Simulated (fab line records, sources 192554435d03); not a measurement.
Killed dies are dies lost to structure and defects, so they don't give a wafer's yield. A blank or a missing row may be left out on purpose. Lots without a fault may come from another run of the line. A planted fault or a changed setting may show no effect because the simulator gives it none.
Problem report in the 8D (eight disciplines) form, filled by code | flow n5_finfet | the parts of the form that need people (team, actions taken, sign-off) are left out

1. THE PROBLEM
wafer_temp_C_max at N5_SD_ACTIVATION_LSA_01 reads a mean of 1106.5 on 6 wafers of 2 lots; wafers without a fault read 1086.4 with a standard deviation of 2.9. That is +6.9 standard deviations from the usual mean.
The step: time 0.0008 s.
First seen on wafer L403.2, day 6 16:46, on laser_anneal-02. The record holds 39 wafers of 13 lots with a number at this step. Rule for "out", or "out of limits": more than 4 standard deviations from the usual mean. The other wafers with a number count as sound.

2. WHAT IT IS AND WHAT IT IS NOT
question                    | is                     | is not
which readings at this step | wafer_temp_C_max       | -
which lots                  | L403, L405             | L391, L392, L393, L395, L396, L397, L398, L399, L410, L412, L414
which wafers of those lots  | all that have a number | -
read on which tools         | laser_anneal-02        | laser_anneal-01
when                        | from day 6 16:46       | up to then (24 sound wafers); but 9 sound wafers of L410, L412, L414 came after

3. SUSPECTS, AND WHAT RULES EACH OUT
Counting: a tool at a process step up to the reading stays a suspect if it ran every lot that is out and no sound lot after the first of them.
- rtp_anneal-02 at N5_SD_ACTIVATION_RTA_00 (time 0 s): ruled out as a lasting fault. Sound lots L414 ran on it after its first lot that is out, L403 (day 6 16:34).
- laser_anneal-02 at N5_SD_ACTIVATION_LSA_01 (time 0.0008 s): kept. It ran every lot that is out, first L403 (day 6 16:46), and no sound lot after that; its last sound lot up to then is L399 (day 5 13:52). Its own readings are out on those wafers: wafer_temp_C_max.
Left after counting: laser_anneal-02 at N5_SD_ACTIVATION_LSA_01.

4. THE CAUSE (what the simulator had put in)
Process parameter drift: laser_anneal-02, from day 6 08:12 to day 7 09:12, at N5_SD_ACTIVATION_LSA_01. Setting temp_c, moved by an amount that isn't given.
Counting left only this tool.

5. THE CHAIN OF EFFECTS, in route order
Each row: a reading whose mean over the struck wafers that have a number lies more than 3 standard deviations from the usual. Only readings for which the record gives a usual standard deviation are gone through. hours: the time from each lot's start at the first step in this table that gives one to its start at this step, as a median over the lots. sigmas: the change in usual standard deviations.
hours | step                    | reading          | usual  | on struck wafers | change | sigmas
0     | N5_SD_ACTIVATION_LSA_01 | wafer_temp_C_max | 1086.4 | 1106.5           | +20.1  | +6.9
The process steps in it:
- N5_SD_ACTIVATION_LSA_01: time 0.0008 s.
Later measuring or inspecting steps at which every struck wafer that the step has a row for has a number for every such reading, and none has moved that far: N5_ILD0_THK_MEAS_13, N5_ILD0_INSPECT_06.

6. WHAT WOULD HAVE CAUGHT IT SOONER
In this record the first reading out of limits was taken at day 6 16:46, 9 hours after the fault began at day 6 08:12.
